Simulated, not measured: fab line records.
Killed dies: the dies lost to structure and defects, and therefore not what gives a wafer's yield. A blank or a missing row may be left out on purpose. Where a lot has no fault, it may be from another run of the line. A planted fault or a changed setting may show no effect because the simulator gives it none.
One fault seen from 2 desks :: flow n5-finfet :: only its own numbers are on each desk; what lay behind them is given at the end

## FROM THE METROLOGY DESK
What the gauges read, lot by lot, whatever tool the lot ran on: means of the sampled wafers that have a number. Marked OUT: a lot whose mean sits more than 4 standard deviations from the usual mean, which makes it out of limits; the brackets give that distance. 7 of its 11 readings are shown, namely those furthest out on some lot.
Columns: A = IOFF_N at N5_BEOL_M4_RC_MEAS_101, usual 0.16 nA/um; B = IOFF_P at N5_BEOL_M4_RC_MEAS_101, usual 0.21 nA/um; C = ION_N at N5_BEOL_M4_RC_MEAS_101, usual 671 uA/um; D = ION_P at N5_BEOL_M4_RC_MEAS_101, usual 460 uA/um; E = SS_P at N5_BEOL_M4_RC_MEAS_101, usual 73.2 mV/dec; F = VT_N at N5_BEOL_M4_RC_MEAS_101, usual 250 mV; G = VT_P at N5_BEOL_M4_RC_MEAS_101, usual -251 mV
lot: L113
first seen here: day 8 13:56
A: 0.21
B: 0.22
C: 682
D: 461
E: 73.5
F: 247
G: -251

lot: L115
first seen here: day 9 10:52
A: 0.13
B: 0.15
C: 665
D: 451
E: 72.8
F: 252
G: -256

lot: L116
first seen here: day 9 21:10
A: 0.16
B: 0.20
C: 674
D: 459
E: 73.8
F: 250
G: -252

lot: L120
first seen here: day 10 22:23
A: 0.17
B: 0.21
C: 668
D: 455
E: 73.4
F: 250
G: -254

lot: L121
first seen here: day 11 01:47
A: 0.17
B: 0.21
C: 665
D: 456
E: 73.6
F: 248
G: -252

lot: L125
first seen here: day 12 01:14
A: 0.18
B: 0.24
C: 690
D: 471
E: 73.9
F: 246
G: -248

lot: L126
first seen here: day 12 05:59
A: 0.22
B: 0.28
C: 691
D: 469
E: 74.2
F: 244
G: -246

lot: L128
first seen here: day 12 15:23
A: 0.16
B: 0.23
C: 671
D: 463
E: 73.7
F: 249
G: -248

lot: L130
first seen here: day 13 06:13
A: 0.13
B: 0.18
C: 664
D: 458
E: 72.8
F: 255
G: -252
Finding of this desk: none of the 9 lots has anything out of limits.

## DESK OF THE TOOL OWNER: rie-diel-02
The tool's own readings at N5_BEOL_M4_TRENCH_ETCH_37 (etches SiOC in C4F6/O2, target depth 55.555 nm, time 29.2 s): means of the sampled wafers that have a number, for each lot that ran on this tool. Marked OUT: a lot whose mean sits more than 4 standard deviations from the usual mean, which makes it out of limits; the brackets give that distance.
Columns: A = C4F6_flow_sccm at N5_BEOL_M4_TRENCH_ETCH_37, usual 10.000 sccm; B = bias-w at N5_BEOL_M4_TRENCH_ETCH_37, usual 185.0 W; C = drypump-motor-current-A at N5_BEOL_M4_TRENCH_ETCH_37, usual 5.61 A; D = oes-product-au at N5_BEOL_M4_TRENCH_ETCH_37, usual 0.79 a.u.; E = rf-vpp-V at N5_BEOL_M4_TRENCH_ETCH_37, usual 665 V; F = showerhead-plenum-p-Torr at N5_BEOL_M4_TRENCH_ETCH_37, usual 2.80 Torr; G = throttle-valve-pct at N5_BEOL_M4_TRENCH_ETCH_37, usual 20.79 %
lot: L115
first seen here: day 9 10:43
A: 10.013
B: 184.9
C: 5.72
D: 0.78
E: 653
F: 2.75
G: 20.89

lot: L120
first seen here: day 10 22:14
A: 10.016
B: 185.3
C: 5.56
D: 0.78
E: 674
F: 2.78
G: 21.10

lot: L121
first seen here: day 11 01:38
A: 9.987
B: 180.6 (-8.7) OUT
C: 5.55
D: 0.71
E: 643
F: 2.74
G: 21.17

lot: L125
first seen here: day 12 01:04
A: 10.000
B: 180.6 (-8.8) OUT
C: 5.55
D: 0.83
E: 671
F: 2.77
G: 21.05
This desk's finding: out of limits on L121, L125; first on L121, day 11 01:38 (bias-w at N5_BEOL_M4_TRENCH_ETCH_37). In limits: L115, L120.

## TAKEN TOGETHER
At day 11 01:38, on L121, L125, the tool owner's desk was in a position to raise an alarm.
At the metrology desk, nothing out of limits was observed.
The metrology desk holds a record of L121, L125, inside its limits.
On rie-diel-02, each named lot ran N5_BEOL_M4_TRENCH_ETCH_37.

## WHAT THE SIMULATOR HAD PUT IN
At N5_BEOL_M4_TRENCH_ETCH_37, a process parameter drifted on rie-diel-02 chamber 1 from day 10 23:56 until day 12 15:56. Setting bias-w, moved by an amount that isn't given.
Lots struck among those shown: L121, L125.
Each desk's first reading out of limits, in hours after the fault started: the tool owner's desk, 2.
